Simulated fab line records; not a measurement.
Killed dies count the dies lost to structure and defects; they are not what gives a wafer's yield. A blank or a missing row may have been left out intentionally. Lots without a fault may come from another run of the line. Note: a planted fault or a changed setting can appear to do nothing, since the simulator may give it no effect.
Comparing a struck lot with a sound one || flow nand-harc || 40 out of 1159 route steps
Sound: these wafers, L659.2, L659.3, L659.6. The struck wafers were L668.2, L668.4, L668.5. The cause comes at the end.
Order at every step that has rows: each side's tool, ch and its chambers, its first start. Under that, the readings that differ: sound wafers || struck wafers || difference of the means || sigmas: that difference in standard deviations of wafers without a fault.
alike: readings whose means differ by less than 2 such deviations, and words and numbers that are the same on both sides. not compared: withheld readings, readings that some wafer has no value for, bounds like >300 that may hide the same value, and numbers for which the record gives no deviation and whose values overlap.
A row with sigmas, a row that says differs or no value, or rows on one side alone: a step with any of these is where the two part. Non-overlapping numbers with no deviation appear without sigmas and do not part them. A reading missing from all wafers of one side parts the sides only when that side holds two or more wafers.

first, 10 steps without rows for these wafers: NHARC_A_STAIRCASE_DEHYDRATE_242 (time 120 s); NHARC_A_STAIRCASE_HMDS_243 (time 30 s); NHARC_A_STAIRCASE_COAT_244; NHARC_A_STAIRCASE_SOFTBAKE_245 (time 170 s); NHARC_A_STAIRCASE_EBR_246; NHARC_A_STAIRCASE_EXPOSE_247 (exposes mask SDS 1); NHARC_A_STAIRCASE_PEB_248 (peb time 130 s); NHARC_A_STAIRCASE_DEVELOP_249 (time 140 s); NHARC_A_STAIRCASE_HARDBAKE_251 (time 140 s); NHARC_A_STAIRCASE_DESCUM_252 (chemistry O2, time 3 s).
NHARC_A_STAIRCASE_ETCH_253: etches the open film in C4F8/O2, target depth 50 nm, time 20.2 s.
  sound on rie-diel-11 ch 0,2, day 11 20:29; struck on rie-diel-01 ch 1,2, day 14 17:02
  alike: bias-w, oes-product-au, rf-vpp-V
  not compared: rf-hours-counter-h
NHARC_A_STAIRCASE_STRIP_254: strips in O2.
  sound on plasma-asher-02 ch 0,1, day 11 20:38; struck on plasma-asher-02 ch 0, day 14 17:10
  alike: drypump-motor-current-A, heater-power-w
  not compared: rf-hours-counter-h
then, 3 steps without rows for these wafers: NHARC_A_STAIRCASE_STRIP_255 (strips in SPM, time 900 s); NHARC_A_STAIRCASE_PRECLEAN_256 (cleans in SC1); NHARC_A_STAIRCASE_SRD_257.
NHARC_A_STAIRCASE_HM_DEP_456: deposits aC, target thk 1500 nm.
  sound on acl-dep-03 ch 0, day 11 23:53; struck on acl-dep-03 ch 0, day 14 18:14
  alike: throttle-valve-pct
then, 15 steps without rows for these wafers: NHARC_A_STAIRCASE_DEP_259 (deposits SiON, target thk 30 nm); NHARC_A_STAIRCASE_DEHYDRATE_281 (time 120 s); NHARC_A_STAIRCASE_HMDS_282 (time 30 s); NHARC_A_STAIRCASE_COAT_283; NHARC_A_STAIRCASE_SOFTBAKE_284 (time 170 s); NHARC_A_STAIRCASE_EBR_285; NHARC_A_STAIRCASE_EXPOSE_286 (exposes mask CHOP 100); NHARC_A_STAIRCASE_PEB_287 (peb time 130 s); NHARC_A_STAIRCASE_DEVELOP_288 (time 140 s); NHARC_A_STAIRCASE_HARDBAKE_290 (time 140 s); NHARC_A_STAIRCASE_DESCUM_291 (chemistry O2, time 3 s); NHARC_A_STAIRCASE_ETCH_292 (etches the open film in CF4/CHF3); NHARC_A_STAIRCASE_HM_OPEN_460 (chemistry O2/COS); NHARC_A_STAIRCASE_STRIP_461 (strips in O2/COS); NHARC_A_STAIRCASE_ETCH_452 (etches the open film in CF4/O2, target depth 30 nm, overetch 3 nm, time 16.5 s).
NHARC_A_STAIRCASE_ETCH_294: etches the open film in C4F8/O2/Ar, target depth 4992 nm, time 1212.4 s.
  sound on rie-diel-13 ch 0,1,2; struck on rie-diel-11 ch 1,3
  alike: bias-w, oes-product-au, rf-vpp-V
  not compared: rf-hours-counter-h
NHARC_A_STAIRCASE_STRIP_295: strips in O2.
  sound on rie-diel-13 ch 0,1,2; struck on rie-diel-11 ch 0,2,3
  alike: drypump-motor-current-A, oes-product-au, rf-vpp-V, showerhead-plenum-p-Torr, throttle-valve-pct
  not compared: rf-hours-counter-h
then, 4 steps without rows for these wafers: NHARC_A_STAIRCASE_STRIP_296 (strips in SPM, time 900 s); NHARC_A_STAIRCASE_PRECLEAN_297 (cleans in SC1); NHARC_A_STAIRCASE_SRD_298; NHARC_A_STAIRCASE_HM_DEP_462 (deposits aC, target thk 800 nm).
NHARC_A_STAIRCASE_DEP_301: deposits SiON, target thk 30 nm.
  sound on pecvd-02 ch 1,2, day 12 07:02; struck on pecvd-04 ch 1,2, day 15 00:59
  alike: heater-power-w
then, 1 step without rows for these wafers: NHARC_A_STAIRCASE_DEHYDRATE_302 (time 120 s).
-- jump in the record: it breaks off in module A_STAIRCASE and resumes in module END (first step shown: number 1159 of the route), and 8 days separate the struck wafers' starts before and after --
NHARC_END_SORT_01:
  here the record holds rows for the struck wafers (prober-01 ch 0, day 22 14:19) but none for the sound ones

WHERE THEY PART
Only at NHARC_END_SORT_01, as far as this record shows.

WHY: what the simulator had put in
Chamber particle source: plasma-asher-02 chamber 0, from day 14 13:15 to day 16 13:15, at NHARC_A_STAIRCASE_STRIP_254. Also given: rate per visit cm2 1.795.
